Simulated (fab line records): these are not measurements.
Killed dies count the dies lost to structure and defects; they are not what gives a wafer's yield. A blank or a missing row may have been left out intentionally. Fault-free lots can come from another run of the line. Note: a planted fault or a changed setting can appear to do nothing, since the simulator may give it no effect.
Matching of chambers + flow n5_finfet + N5_BEOL_M7_ETCH_72 on rie_diel-06 has 4 sister chambers
The step etches underlayer in N2/H2, target depth 6.5 nm, time 5.2 s. 8 wafers are shown with their chamber, then 12 later ones without.

== WAFERS WITH THEIR CHAMBER ==
| wafer  | chamber | drypump_motor_current_A (A) | showerhead_plenum_p_Torr (Torr) |
|--------|---------|-----------------------------|---------------------------------|
| L080.1 | 1       | 5.7                         | 2.47                            |
| L080.4 | 2       | 5.4                         | 2.57                            |
| L082.1 | 3       | 4.9                         | 2.51                            |
| L082.3 | 2       | 5.3                         | 2.56                            |
| L082.4 | 3       | 4.9                         | 2.51                            |
| L085.2 | 0       | 5.5                         | 2.41                            |
| L085.4 | 1       | 5.8                         | 2.47                            |
| L085.5 | 0       | 5.5                         | 2.41                            |

== WAFERS MISSING THEIR CHAMBER ==
| wafer  | drypump_motor_current_A (A) | showerhead_plenum_p_Torr (Torr) |
|--------|-----------------------------|---------------------------------|
| L086.1 | 5.8                         | 2.47                            |
| L086.2 | 4.9                         | 2.51                            |
| L086.3 | 5.5                         | 2.41                            |
| L093.2 | 5.3                         | 2.56                            |
| L093.4 | 5.8                         | 2.46                            |
| L093.6 | 5.8                         | 2.47                            |
| L094.4 | 5.5                         | 2.40                            |
| L094.5 | 4.9                         | 2.50                            |
| L094.6 | 5.3                         | 2.56                            |
| L096.2 | 5.7                         | 2.46                            |
| L096.5 | 4.9                         | 2.50                            |
| L096.6 | 5.3                         | 2.56                            |

== EACH ONE'S CHAMBER ==
| wafer  | from the rows above | in truth |
|--------|---------------------|----------|
| L086.1 | 1                   | 1        |
| L086.2 | 3                   | 3        |
| L086.3 | 0                   | 0        |
| L093.2 | 2                   | 2        |
| L093.4 | 1                   | 1        |
| L093.6 | 1                   | 1        |
| L094.4 | 0                   | 0        |
| L094.5 | 3                   | 3        |
| L094.6 | 2                   | 2        |
| L096.2 | 1                   | 1        |
| L096.5 | 3                   | 3        |
| L096.6 | 2                   | 2        |
12 of 12 placed correctly. Number that these rows cannot place: 0. 0 placed wrongly.
How it was worked out, from the rows above alone: a wafer's distance from a chamber is the root of the sum, over the readings, of the square of ((its reading less the chamber's mean) divided by the reading's scatter). The wafer belongs to the nearest chamber; if the next one is less than 2 further off, it can't be placed. Each chamber's mean is taken over the wafers shown for it. The scatter: the root of (the sum of the squares of (reading less its chamber's mean) over the shown wafers, divided by (wafers less chambers)).
